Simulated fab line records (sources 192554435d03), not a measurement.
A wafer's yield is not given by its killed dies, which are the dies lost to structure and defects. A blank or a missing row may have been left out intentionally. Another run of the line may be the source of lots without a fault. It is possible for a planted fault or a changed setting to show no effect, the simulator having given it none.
Struck lot and sound lot, side by side | flow n5Finfet | 22 steps out of a route of 1938
Sound: these wafers, L724.1, L724.3, L724.4. Struck: wafers L731.1, L731.2, L731.5. At the end, the cause is stated.
Order at every step that has rows: each side's tool, ch and its chambers, its first start. Under that, the readings that differ: sound wafers | struck wafers | difference of the means | sigmas: that difference in standard deviations of wafers without a fault.
alike: a reading whose means differ by less than 2 such deviations, as well as words and numbers matching on both sides. not compared: withheld readings; readings where some wafer has no value; bounds like >300 that might hide an equal value; numbers whose values overlap and for which the record gives no deviation.
The two part at a step that has a row with sigmas, a row that says differs or no value, or rows on one side only. Numbers that have no deviation but don't overlap get no sigmas and don't part them. Lack of a reading on every wafer of one side parts them only where that side has two or more wafers.

first, 7 steps without rows for these wafers: N5_BEOL_M3_COAT_73 (time 60 s, resist thk 5 nm); N5_BEOL_M3_COAT_05 (resist thk 30 nm); N5_BEOL_M3_EBR_07; N5_BEOL_M3_SOFTBAKE_06 (time 60 s); N5_BEOL_M3_EXPOSE_08 (exposes mask M3); N5_BEOL_M3_PEB_09 (peb time 60 s); N5_BEOL_M3_DEVELOP_10 (develop time 30 s).
N5_BEOL_M3_CD_MEAS_11: target cd 17.05 nm.
  sound on cdSem-01 ch 0, day 9 02:25; struck on cdSem-03 ch 0, day 11 03:06
  alike: cdNm
N5_BEOL_M3_OVL_MEAS_12:
  sound on overlay-02 ch 0, day 9 02:27; struck on overlay-02 ch 0, day 11 03:08
  alike: M3_OVL
N5_BEOL_M3_INSPECT_13: inspects for defects (brightfield).
  sound on defectInspect-01, day 9 02:31; struck on defectInspect-01, day 11 03:11
  alike: rawDefectCount
N5_BEOL_M3_DESCUM_16: chemistry O2, time 7 s.
  sound on rieDiel-05 ch 0,1,3, day 9 02:33; struck on rieDiel-02 ch 0,1,3, day 11 03:32
  alike: drypumpMotorCurrentA, oesProductAu, rfVppV, showerheadPlenumPTorr, throttleValvePct
  not compared: rfHoursCounterH
N5_BEOL_M3_ETCH_74: etches underlayer in N2/H2, target depth 6.5 nm, time 5.2 s.
  sound on rieDiel-05 ch 0,1,3, day 9 02:35; struck on rieDiel-02 ch 0,1,3, day 11 03:34
  alike: biasW, chamberPressureMTorr, drypumpMotorCurrentA, etchRfOnTimeS, oesProductAu, rfVppV, showerheadPlenumPTorr, throttleValvePct
  not compared: rfHoursCounterH
N5_BEOL_M3_ETCH_63: etches SiARC in CF4, target depth 15.6 nm, time 26 s.
  sound on rieDiel-05 ch 0,1,3, day 9 02:36; struck on rieDiel-02 ch 0,1,3, day 11 03:35
  no value came back on the struck wafers for any of 10 readings (biasW (W), cf4FlowSccm (sccm) and others); on the sound wafers biasW (W) reads 35.95 36.05 35.99
reading                                     | sound      | struck         | difference | sigmas
model.CAR-EUV_of_BEOL_M3_COAT_05.thkNm (nm) | 11 10.8 11 | 20.4 20.4 20.4 | +9.5       | 
N5_BEOL_M3_ETCH_64: etches SOC in N2/H2, target depth 75 nm, overetch 15 nm, time 112.5 s.
  sound on rieDiel-05 ch 0,1,3, day 9 02:38; struck on rieDiel-02 ch 0,1,3, day 11 03:37
reading             | sound             | struck            | difference | sigmas
biasW (W)           | 150.0 149.4 149.3 | 150.5 150.2 151.0 | +1.0       | +2
oesProductAu (a.u.) | 0.56 0.54 0.58    | 0.27 0.33 0.27    | -0.27      | -3
  alike: chamberPressureMTorr, drypumpMotorCurrentA, rfVppV, showerheadPlenumPTorr, throttleValvePct
  not compared: rfHoursCounterH
then, 2 steps without rows for these wafers: N5_BEOL_M3_STRIP_65 (strips in N2/H2); N5_BEOL_M3_STRIP_75 (strips in N2/H2).
N5_BEOL_M3_STRIP_66: strips in CF4.
  sound on rieDiel-05 ch 0,1,3, day 9 02:46; struck on rieDiel-02 ch 0,1,3, day 11 03:44
  alike: drypumpMotorCurrentA, oesProductAu, rfVppV, showerheadPlenumPTorr, throttleValvePct
  not compared: rfHoursCounterH
N5_BEOL_M3_HM_OPEN_17: chemistry Cl2/BCl3, target TiN, target depth 20 nm, overetch 6 nm.
  sound on rieMetal-02 ch 0,1, day 9 02:48; struck on rieMetal-03 ch 0,1, day 11 03:47
reading              | sound             | struck            | difference | sigmas
oesProductAu (a.u.)  | 0.74 0.71 0.73    | 0.33 0.29 0.28    | -0.43      | -6
throttleValvePct (%) | 22.02 21.83 22.02 | 22.54 22.65 22.63 | +0.65      | +4
  alike: drypumpMotorCurrentA, mfcArSccm
  not compared: rfHoursCounterH
N5_BEOL_M3_STRIP_19: strips in O2.
  sound on rieDiel-04 ch 0,1,2, day 9 02:55; struck on rieDiel-05 ch 0,2, day 11 04:03
  alike: drypumpMotorCurrentA, oesProductAu, rfVppV, showerheadPlenumPTorr, throttleValvePct
  not compared: rfHoursCounterH
N5_BEOL_M3_CD_MEAS_18: pitch 36 nm, target cd 18 nm.
  sound on cdSem-02, day 9 02:59; struck on cdSem-02, day 11 04:07
reading   | sound          | struck | difference                    | sigmas
cdNm (nm) | 17.9 16.9 18.1 | - - -  | no value on the struck wafers | 
then, 1 step without rows for these wafers: N5_BEOL_M3_COAT_67 (time 60 s, resist thk 60 nm).
N5_BEOL_M4_RC_MEAS_101:
  the record has rows for the sound wafers here (prober-01 ch 0, day 10 02:39) and none for the struck ones

WHERE THEY PART
First at N5_BEOL_M3_ETCH_63; last, within this record, at N5_BEOL_M4_RC_MEAS_101.

WHY: what had been put in by the simulator
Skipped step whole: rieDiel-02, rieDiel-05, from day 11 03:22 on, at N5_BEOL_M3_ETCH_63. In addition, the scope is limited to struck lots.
